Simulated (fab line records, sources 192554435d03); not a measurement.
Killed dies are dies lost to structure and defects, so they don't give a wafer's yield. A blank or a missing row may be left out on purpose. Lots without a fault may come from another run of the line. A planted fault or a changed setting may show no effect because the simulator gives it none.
Chamber matching | flow n5_finfet | N5_HKMG_FIN_CMP_23 on cmp-01: 4 sister chambers
The step polishes, stops on SiNx, t overpolish 10 s, target thk 46.326 nm. 4 wafers are shown with their chamber, then 7 later ones without.

WAFERS WITH THEIR CHAMBER
wafer  | chamber | time_to_endpoint_s (s)
L086.3 | 3       | 11
L086.5 | 1       | 11
L088.1 | 2       | 13
L088.3 | 0       | 11

WAFERS WITHOUT THEIR CHAMBER
wafer  | time_to_endpoint_s (s)
L088.4 | 13
L089.1 | 11
L089.4 | 12
L089.5 | 11
L091.2 | 7
L091.3 | 10
L091.6 | 9

WHICH CHAMBER EACH WENT THROUGH
wafer  | from the rows above               | in truth
L088.4 | can't be placed: 2 or 0 or 1 or 3 | 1
L089.1 | can't be placed: 0 or 1 or 3 or 2 | 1
L089.4 | can't be placed: 0 or 1 or 2 or 3 | 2
L089.5 | can't be placed: 0 or 1 or 3 or 2 | 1
L091.2 | can't be placed: 0 or 1 or 3 or 2 | 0
L091.3 | can't be placed: 0 or 1 or 3 or 2 | 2
L091.6 | can't be placed: 0 or 1 or 3 or 2 | 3
Placed correctly: 0 of 7. Can't be placed from these rows: 7 (the true chamber is among the candidates in 7). Placed wrongly: 0.
How it was worked out, from the rows above alone: a wafer's distance from a chamber is the root of the sum, over the readings, of the square of ((its reading less the chamber's mean) divided by the reading's scatter). The wafer belongs to the nearest chamber; if the next one is less than 2 further off, it can't be placed. A chamber's mean is the mean of its shown wafers. The scatter: with one shown wafer a chamber, the root of the mean of the squares of how far each hidden wafer lies from its nearest shown one.
